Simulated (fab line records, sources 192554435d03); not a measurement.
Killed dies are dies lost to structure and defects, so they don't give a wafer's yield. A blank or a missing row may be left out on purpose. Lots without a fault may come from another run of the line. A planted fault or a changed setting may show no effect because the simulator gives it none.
Which tool did it? | flow n5_finfet | 21 lots, 63 wafers sampled, at 1 step of a route of 1938

WHAT THE GAUGES READ, wafer by wafer
N5_BEOL_M2_INSPECT_13: inspects for defects (brightfield). Usual: raw_defect_count 421, standard deviation 82.
lot  | measured     | on                | raw_defect_count | flag
L074 | day 6 15:19  | defect_inspect-01 | 312 490 453      |
L075 | day 6 20:50  | defect_inspect-01 | 400 375 503      |
L076 | day 7 05:03  | defect_inspect-02 | 430 473 459      |
L079 | day 7 17:40  | defect_inspect-01 | 623 526 429      |
L078 | day 7 20:58  | defect_inspect-01 | 491 583 371      |
L080 | day 8 02:42  | defect_inspect-01 | 504 258 356      |
L081 | day 8 08:10  | defect_inspect-02 | 480 418 439      |
L082 | day 8 21:23  | defect_inspect-01 | 451 467 450      |
L083 | day 9 06:05  | defect_inspect-02 | 408 345 519      |
L084 | day 9 09:31  | defect_inspect-01 | 355 309 339      |
L085 | day 9 18:37  | defect_inspect-02 | 440 423 412      |
L086 | day 9 21:29  | defect_inspect-02 | 634 491 592      |
L087 | day 10 02:22 | defect_inspect-02 | 438 446 358      |
L088 | day 10 03:20 | defect_inspect-02 | 447 561 456      |
L090 | day 10 14:08 | defect_inspect-02 | 356 297 353      |
L089 | day 10 15:13 | defect_inspect-01 | 503 339 394      |
L091 | day 10 22:04 | defect_inspect-01 | 387 356 385      |
L092 | day 10 23:35 | defect_inspect-01 | 394 353 320      |
L094 | day 11 13:07 | defect_inspect-01 | 268 377 386      |
L093 | day 11 13:16 | defect_inspect-02 | 421 334 328      |
L095 | day 12 07:28 | defect_inspect-01 | 399 474 388      |

WHICH TOOL RAN EACH LOT (tool, then ch and the chambers of the sampled wafers, then the start)
The record holds no process step before these readings.

WHAT THE TOOLS THEMSELVES READ (means of the sampled wafers that have a number; where no wafer has one, the mark that the record gives instead)
The record holds no such reading with a usual standard deviation.

THE ANSWER, worked out from the rows above alone
Rule: a lot is off if the mean of its wafers that have a number lies more than 3 standard deviations from the usual mean. A lot without any number at a reading at which 4 lots or more have one is off too. The other lots that the step has rows for count as sound. The gauges are gone through in route order, then the tools' own readings, and for those a lot's mean is taken as printed above. The first step at which some lot is off is used, and at that step the reading that is off furthest; a lot without a number counts as furthest.
No lot is off at any reading shown: from this, nothing can be told.

WHAT THE SIMULATOR HAD PUT IN
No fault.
